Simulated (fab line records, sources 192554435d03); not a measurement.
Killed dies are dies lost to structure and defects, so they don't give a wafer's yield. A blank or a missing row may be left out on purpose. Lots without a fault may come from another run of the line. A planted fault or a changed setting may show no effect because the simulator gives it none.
fab line records | flow n5_finfet
record lots=11 wafers=32 last_day=17
route steps=1938 shown BEOL_M9@1469 BEOL_M10@1470
lots that met no fault: from a run of the same line without faults
start_h: hours from the record's first day to the start of the lot's first wafer shown | wait_h: hours since the lot's step before | " the same as in the row above | L1.1+2: a row that stands for several wafers | - no value, or no start given | * or withheld: withheld | < > ~ a bound
route shown NAME@n: a module of which the file shows steps, and the number in the route of the first | usual: mean/standard deviation of fault-free wafers | same: alike in all rows | chamber/n: place in a boat | sites: the reading at each site | _std_site: their standard deviation | _edge_site: outer sites' mean less inner sites' | radius_mm: how far each site lies from the wafer's centre | mask NAME#n: copy n | behind: the tool/chamber that last shaped the wafer | hold: why the lot was held/for how many hours/how that ended | device: the transistor (n, p or np) that didn't switch | end of line: the same wafers' tests at the end of the route | a step without rows: its recipe alone | killed: dies lost to structure and defects at the first sort, not the wafer's yield | map: a wafer's dies, x killed, . not, _ none there
set.NAME: the setting as run; set.NAME@STEP: as run at that earlier step | model.NAME: the simulator's own value behind a step, which no gauge read
steps of the route over a sample of lots; a table a step, a row a wafer
services: from which hour (start_h, from the record's first day; less than 0 if before it) a tool's chamber was out of use, for how many hours, and why
## steps
# step N5_BEOL_M9_INSPECT_58
# recipe inspect_instrument=darkfield mode=post_dep
# usual raw_defect_count=77/23
# columns lot.wafer tool chamber start_h wait_h raw_defect_count
L250.2 defect_inspect-02 - 226.57 0.0 71
L250.5 " - " " 49
L252.2 defect_inspect-01 - 226.85 0.0 60
L252.5 " - " " 79
L252.6 " - " " 77
L254.3 defect_inspect-02 - 254.11 0.0 161
L254.4 " - " " 111
L254.6 " - " " 154
L257.1 defect_inspect-01 - 271.35 0.0 41
L257.4 " - " " 91
L257.6 " - " " 69
L263.1 defect_inspect-01 - 297.74 0.0 85
L263.5 " - " " 81
L263.6 " - " " 49
L268.2 defect_inspect-02 - 319.08 0.0 88
L268.3 " - " " 77
L268.4 " - " " 66
L267.2 defect_inspect-01 - 320.06 0.0 95
L267.3 " - " " 135
L267.6 " - " " 94
L269.1 defect_inspect-01 - 322.62 0.0 79
L269.2 " - " " 66
L269.5 " - " " 57
L271.1 defect_inspect-02 - 344.24 0.0 74
L271.3 " - " " 63
L271.4 " - " " 77
L272.1 defect_inspect-02 - 348.43 0.0 92
L272.3 " - " " 96
L272.4 " - " " 96
L273.2 defect_inspect-01 - 356.34 0.0 114
L273.4 " - " " 63
L273.5 " - " " 94
# step N5_BEOL_M10_ILD_DEP_00
# recipe material=SiCOH_lowk target_thk_a=3085.1 temp_c=300 precursor=DEMS/porogen pressure_torr=5 rf_w=500 time_s=58
# usual heater_power_w=326/48 showerhead_plenum_p_Torr=5.744/0.016 showerhead_vpp_V=1415/58 susceptor_temp_C=300.01/0.2 throttle_valve_pct=13.7/0.71
# columns lot.wafer tool chamber start_h wait_h heater_power_w showerhead_plenum_p_Torr showerhead_vpp_V susceptor_temp_C throttle_valve_pct
L250.2 pecvd-03 1 226.60 0.0 328 5.746 1369 299.87 14.3
L250.5 " 1 " " 332 5.742 1372 299.90 14.3
L252.2 pecvd-03 0 226.89 0.0 371 5.745 1430 300.23 13.7
L252.5 " 0 " " 397 5.747 1419 300.14 13.8
L252.6 " 1 " " 358 5.742 1343 300.41 14.2
L254.3 pecvd-04 2 254.15 0.0 317 5.741 1340 300.47 13.2
L254.4 " 2 " " 331 5.760 1346 300.37 13.4
L254.6 " 1 " " 350 5.742 1525 299.94 13.9
L257.1 pecvd-03 1 271.39 0.0 328 5.752 1360 299.85 14.3
L257.4 " 2 " " 399 5.713 1354 300.01 12.4
L257.6 " 1 " " 338 5.755 1359 300.03 14.1
L263.1 pecvd-03 1 297.78 0.0 311 5.759 1354 300.05 14.3
L263.5 " 0 " " 298 5.735 1414 300.18 14.3
L263.6 " 1 " " 311 5.753 1348 300.08 14.3
L268.2 pecvd-03 1 319.12 0.0 317 5.745 1361 299.82 14.2
L268.3 " 0 " " 339 5.750 1407 300.27 14.0
L268.4 " 2 " " 319 5.699 1411 299.81 12.4
L267.2 pecvd-04 2 320.10 0.0 317 5.737 1362 299.71 13.7
L267.3 " 0 " " 307 5.751 1483 300.30 14.8
L267.6 " 1 " " 375 5.744 1504 300.29 14.0
L269.1 pecvd-04 0 322.66 0.0 265 5.750 1476 300.18 14.7
L269.2 " 1 " " 348 5.759 1478 299.65 14.0
L269.5 " 0 " " 288 5.756 1480 299.93 14.7
L271.1 pecvd-04 0 344.28 0.0 275 5.754 1519 299.96 14.7
L271.3 " 1 " " 321 5.723 1533 300.11 13.8
L271.4 " 2 " " 322 5.749 1389 299.99 13.5
L272.1 pecvd-04 0 348.46 0.0 322 5.756 1490 300.12 14.6
L272.3 " 1 " " 337 5.752 1499 299.90 14.0
L272.4 " 0 " " 318 5.758 1479 300.17 14.3
L273.2 pecvd-01 2 356.38 0.0 356 5.759 1470 300.09 13.2
L273.4 " 2 " " 287 5.738 1462 299.89 13.1
L273.5 " 1 " " 342 5.746 1330 299.98 12.8
# step N5_BEOL_M10_DESCUM_16
# recipe chemistry=O2 time_s=7.9 source_power_w=50 bias_power_w=20 pressure_mtorr=20 rf_frequency_hz=2.712e+07 temp_c=40 resist=CAR-ArF o2_flow_sccm=225
# usual drypump_motor_current_A=5.7/0.33 oes_product_au=0.79/0.088 rf_vpp_V=243.1/1.3 showerhead_plenum_p_Torr=2.08/0.063 throttle_valve_pct=20.40/0.22
# columns lot.wafer tool chamber start_h wait_h drypump_motor_current_A oes_product_au rf_hours_counter_h rf_vpp_V showerhead_plenum_p_Torr throttle_valve_pct
L250.2 rie_diel-05 1 228.44 0.1 5.6 0.72 208 244.9 2.15 20.49
L250.5 " 3 " " 6.5 0.98 - 244.6 2.25 20.30
L252.2 rie_diel-01 1 228.76 0.1 5.8 0.69 221 241.3 2.07 20.18
L252.5 " 3 " " 5.6 0.68 - 242.5 2.07 20.76
L252.6 " 0 " " 5.9 0.89 - 242.3 2.05 20.34
L254.3 rie_diel-05 3 259.11 0.1 6.5 0.94 17 244.4 2.24 20.32
L254.4 " 2 " " 5.2 0.69 241 244.7 2.15 20.76
L254.6 " 2 " " 5.2 0.69 - 244.0 2.15 20.79
L257.1 rie_diel-05 3 272.55 0.0 6.5 0.94 23 246.0 2.24 20.33
L257.4 " 0 " " 5.4 0.73 220 245.2 2.15 20.78
L257.6 " 0 " " 5.4 0.73 - 246.0 2.14 20.80
L263.1 rie_diel-01 0 299.55 0.3 5.9 0.85 59 243.6 2.04 20.40
L263.5 " 1 " " 5.7 0.67 - 241.9 2.06 20.22
L263.6 " 2 " " 5.7 0.87 - 242.5 2.05 20.55
L268.2 rie_diel-01 2 321.91 0.4 5.7 0.86 45 241.6 2.04 20.58
L268.3 " 3 " " 5.6 0.93 10 241.1 2.06 20.50
L268.4 " 0 " " 5.9 0.84 - 241.7 2.04 20.41
L267.2 rie_diel-01 0 322.41 0.1 5.9 0.83 71 242.1 2.04 20.41
L267.3 " 2 " " 5.7 0.85 45 243.2 2.04 20.58
L267.6 " 2 " " 5.7 0.85 - 242.1 2.04 20.57
L269.1 rie_diel-03 0 325.64 0.0 5.9 0.71 233 243.5 2.16 20.34
L269.2 " 1 " " 5.6 0.78 114 243.5 2.09 20.26
L269.5 " 0 " " 5.9 0.71 - 244.1 2.16 20.33
L271.1 rie_diel-01 0 347.62 0.9 5.9 0.81 83 242.3 2.03 20.42
L271.3 " 3 " " 5.5 0.89 22 241.9 2.06 20.51
L271.4 " 0 " " 5.9 0.81 - 240.5 2.03 20.43
L272.1 rie_diel-03 3 350.95 0.2 5.7 0.75 178 242.2 1.97 19.93
L272.3 " 0 " " 5.9 0.69 243 244.3 2.15 20.36
L272.4 " 2 " " 5.0 0.70 241 242.4 2.08 20.51
L273.2 rie_diel-03 3 359.00 0.1 5.7 0.75 181 240.6 1.97 19.93
L273.4 " 0 " " 5.9 0.71 245 244.5 2.15 20.37
L273.5 " 3 " " 5.7 0.75 - 241.8 1.97 19.94
# step N5_BEOL_M10_COAT_22
# recipe resist=CAR-ArF spin_rpm=1500 resist_thk_nm=90
# usual spin_speed_rpm=1499.9/0.94
# columns lot.wafer tool chamber start_h wait_h spin_speed_rpm
L250.2 litho_track-03 0 231.56 - 1499.6
L250.5 " 0 " " 1499.7
L252.2 litho_track-05 0 231.73 - 1501.2
L252.5 " 0 " " 1500.2
L252.6 " 0 " " 1500.8
L254.3 litho_track-04 0 261.06 - 1498.5
L254.4 " 0 " " 1498.9
L254.6 " 0 " " 1500.3
L257.1 litho_track-05 0 273.33 - 1498.8
L257.4 " 0 " " 1499.5
L257.6 " 0 " " 1500.6
L263.1 litho_track-05 0 300.58 - 1464.9
L263.5 " 0 " " 1466.0
L263.6 " 0 " " 1466.9
L268.2 litho_track-04 0 322.48 - 1499.9
L268.3 " 0 " " 1499.2
L268.4 " 0 " " 1499.5
L267.2 litho_track-05 0 324.04 - 1464.6
L267.3 " 0 " " 1464.6
L267.6 " 0 " " 1465.1
L269.1 litho_track-04 0 328.78 - 1499.2
L269.2 " 0 " " 1501.4
L269.5 " 0 " " 1499.4
L271.1 litho_track-03 0 348.22 - 1500.1
L271.3 " 0 " " 1500.3
L271.4 " 0 " " 1499.1
L272.1 litho_track-04 0 353.29 - 1499.9
L272.3 " 0 " " 1498.8
L272.4 " 0 " " 1498.3
L273.2 litho_track-04 0 362.32 - 1501.6
L273.4 " 0 " " 1500.3
L273.5 " 0 " " 1501.2
## services
# columns tool chamber start_h hours kind
pecvd-03 - 207.52 4.3 pm
pecvd-04 - 226.86 0.3 repair
pecvd-03 2 229.00 - calibration
rie_diel-01 0 243.88 4.7 repair
rie_diel-01 - 251.62 1.0 repair
rie_diel-01 3 271.09 - clean
rie_diel-01 3 271.09 - consumable_replace:focus_ring
rie_diel-01 3 271.09 30.4 scheduled_down
rie_diel-01 3 271.09 30.4 vent_cycle
rie_diel-05 2 283.91 - clean
rie_diel-05 2 283.91 - consumable_replace:focus_ring
rie_diel-03 - 296.94 2.7 repair
rie_diel-03 - 300.72 0.3 repair
pecvd-04 - 305.06 0.7 repair
rie_diel-01 1 309.69 18.4 repair
pecvd-04 1 311.86 2.0 repair
pecvd-03 2 319.19 5.5 scheduled_down
pecvd-04 2 321.50 4.9 repair
pecvd-03 0 324.65 5.5 scheduled_down
rie_diel-05 1 326.19 19.6 repair
pecvd-01 - 343.73 6.1 repair
pecvd-03 - 346.86 1.4 repair
pecvd-01 2 356.82 17.4 repair
rie_diel-05 1 362.00 2.8 repair
## key
first_sign step=N5_BEOL_M10_COAT_22 reading=spin_speed_rpm direction=down sigmas=37 usual=* struck=*
effect none on later readings
met_at N5_BEOL_M10_COAT_22
struck_lots L263,L267
not_acting_at N5_BEOL_M9_INSPECT_58,N5_BEOL_M10_ILD_DEP_00,N5_BEOL_M10_DESCUM_16
onset_between 273.33 300.58
fault kind=process_parameter_drift tool=litho_track-05 chamber=- onset_h=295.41 steps=N5_BEOL_M10_COAT_22 channel=spin_rpm offset=* shape=step end_h=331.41 acts_in=* stated=*
